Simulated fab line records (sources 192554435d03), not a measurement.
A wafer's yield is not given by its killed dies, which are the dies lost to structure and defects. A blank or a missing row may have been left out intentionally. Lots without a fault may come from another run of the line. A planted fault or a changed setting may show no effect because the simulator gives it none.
Chamber matching -- flow n5-finfet -- pecvd-01 running N5_BEOL_M7_PECVD_70: 3 sister chambers
The step deposits SiO2 from TEOS/O2, target thk 20 nm, time 22.7 s. 3 wafers are shown with their chamber, then 7 later ones without.

== WAFERS WITH THEIR CHAMBER ==
wafer,chamber,throttle-valve-pct (%)
L078.6,0,24.8
L089.1,1,24.5
L089.3,2,20.6

== WAFERS MISSING THEIR CHAMBER ==
wafer,throttle-valve-pct (%)
L089.5,20.3
L094.2,24.6
L094.4,25.0
L094.6,24.5
L096.2,24.8
L096.4,24.3
L096.6,20.2

== CHAMBER TAKEN BY EACH ==
wafer,from the rows above,in truth
L089.5,2,2
L094.2,can't be placed: 1 or 0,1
L094.4,can't be placed: 0 or 1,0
L094.6,can't be placed: 1 or 0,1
L096.2,can't be placed: 0 or 1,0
L096.4,can't be placed: 1 or 0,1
L096.6,2,2
Correctly placed: 2 of 7. Unplaceable from these rows: 5, with the true chamber sitting among the candidates in 5. Number placed wrongly: 0.
How it was worked out, from the rows above alone: a wafer's distance from a chamber is the root of the sum, over the readings, of the square of ((its reading less the chamber's mean) divided by the reading's scatter). The wafer belongs to the nearest chamber; if the next one is less than 2 further off, it can't be placed. For every chamber, the mean is computed from those of its wafers that are shown. The scatter: with one shown wafer a chamber, the root of the mean of the squares of how far each hidden wafer lies from its nearest shown one.
